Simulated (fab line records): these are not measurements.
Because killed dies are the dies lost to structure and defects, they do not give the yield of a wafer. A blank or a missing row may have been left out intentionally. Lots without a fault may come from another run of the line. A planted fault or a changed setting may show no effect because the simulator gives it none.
Struck lot and sound lot, side by side / flow n5Finfet / 22 steps out of a route of 1938
Sound: these wafers, L826.1, L826.2, L826.4. The struck wafers were L814.3, L814.4, L814.5. The cause comes at the end.
Order at every step that has rows: each side's tool, ch and its chambers, its first start. Under that, the readings that differ: sound wafers / struck wafers / difference of the means / sigmas: that difference in standard deviations of wafers without a fault.
alike: a reading whose means differ by less than 2 such deviations, as well as words and numbers matching on both sides. not compared: withheld readings; readings where some wafer has no value; bounds like >300 that might hide an equal value; numbers whose values overlap and for which the record gives no deviation.
Wherever a step has rows on one side only, a row that says differs or no value, or a row with sigmas, the two part there. Numbers that have no deviation but don't overlap get no sigmas and don't part them. A reading that every wafer of one side lacks parts them only if that side has two wafers or more.

first, 11 steps without rows for these wafers: N5_BEOL_M3_DESCUM_16 (chemistry O2, time 7 s); N5_BEOL_M3_ETCH_74 (etches underlayer in N2/H2, target depth 6.5 nm, time 5.2 s); N5_BEOL_M3_ETCH_63 (etches SiARC in CF4, target depth 15.6 nm, time 26 s); N5_BEOL_M3_ETCH_64 (etches SOC in N2/H2, target depth 75 nm, overetch 15 nm, time 112.5 s); N5_BEOL_M3_STRIP_65 (strips in N2/H2); N5_BEOL_M3_STRIP_75 (strips in N2/H2); N5_BEOL_M3_STRIP_66 (strips in CF4); N5_BEOL_M3_HM_OPEN_17 (chemistry Cl2/BCl3, target TiN, target depth 20 nm, overetch 6 nm); N5_BEOL_M3_STRIP_19 (strips in O2); N5_BEOL_M3_COAT_67 (time 60 s, resist thk 60 nm); N5_BEOL_M3_COAT_68 (time 60 s, resist thk 12 nm).
N5_BEOL_M3_COAT_76: time 60 s, resist thk 5 nm.
  sound on lithoTrack-05 ch 0, day 11 14:55; struck on lithoTrack-02 ch 0, day 8 13:32
reading=spinSpeedRpm (rpm); sound=1499.0 1501.0 1499.9; struck=1605.6 1604.3 1606.5; difference=+105.5; sigmas=+99 or more
then, 7 steps without rows for these wafers: N5_BEOL_M3_COAT_22 (resist thk 30 nm); N5_BEOL_M3_EBR_24; N5_BEOL_M3_SOFTBAKE_23 (time 60 s); N5_BEOL_M3_EXPOSE_25 (exposes mask V2, defocus 5 nm); N5_BEOL_M3_PEB_26 (peb time 60 s); N5_BEOL_M3_DEVELOP_27 (develop time 30 s); N5_BEOL_M3_DESCUM_33 (chemistry O2, time 7 s).
N5_BEOL_M3_ETCH_77: etches underlayer in N2/H2, target depth 6.5 nm, time 5.2 s.
  sound on rieDiel-05 ch 0,2,3, day 11 15:29; struck on rieDiel-06 ch 0,2,3, day 8 13:58
reading=model.etch.depthNm (nm); sound=5.007 4.999 4.994; struck=4.829 4.846 4.84; difference=-0.162; sigmas=
  alike: drypumpMotorCurrentA, etchRfOnTimeS, oesProductAu, rfVppV, showerheadPlenumPTorr, throttleValvePct
  not compared: rfHoursCounterH
then, 1 step without rows for these wafers: N5_BEOL_M3_ETCH_69 (etches SiARC in CF4, target depth 15.6 nm, time 26 s).
N5_BEOL_M4_RC_MEAS_101:
  sound on prober-02 ch 0, day 12 18:40; struck on prober-01 ch 0, day 9 12:52
reading=DIBL_P (mV/V); sound=42.3 39.0 43.1; struck=35.7 38.5 35.1; difference=-5.0; sigmas=-2
reading=IOFF_N (nA/um); sound=0.28 0.19 0.30; struck=0.14 0.18 0.13; difference=-0.11; sigmas=-3
reading=IOFF_P (nA/um); sound=0.34 0.27 0.37; struck=0.19 0.23 0.17; difference=-0.13; sigmas=-3
reading=ION_N (uA/um); sound=690 685 707; struck=654 671 659; difference=-33; sigmas=-3
reading=ION_P (uA/um); sound=472 476 482; struck=454 456 448; difference=-24; sigmas=-3
reading=SS_N (mV/dec); sound=72.6 71.9 72.6; struck=71.3 71.4 70.6; difference=-1.3; sigmas=-2
reading=VT_N (mV); sound=242 242 239; struck=253 249 255; difference=+11; sigmas=+3
reading=VT_P (mV); sound=-242 -244 -240; struck=-254 -249 -255; difference=-11; sigmas=-3
  alike: DIBL_N, SS_P

WHERE THEY PART
Earliest at N5_BEOL_M3_COAT_76; latest, in this record, at N5_BEOL_M4_RC_MEAS_101.

WHY: whatever the simulator had introduced
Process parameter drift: lithoTrack-02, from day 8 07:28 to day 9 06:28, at N5_BEOL_M3_COAT_76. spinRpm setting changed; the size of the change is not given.
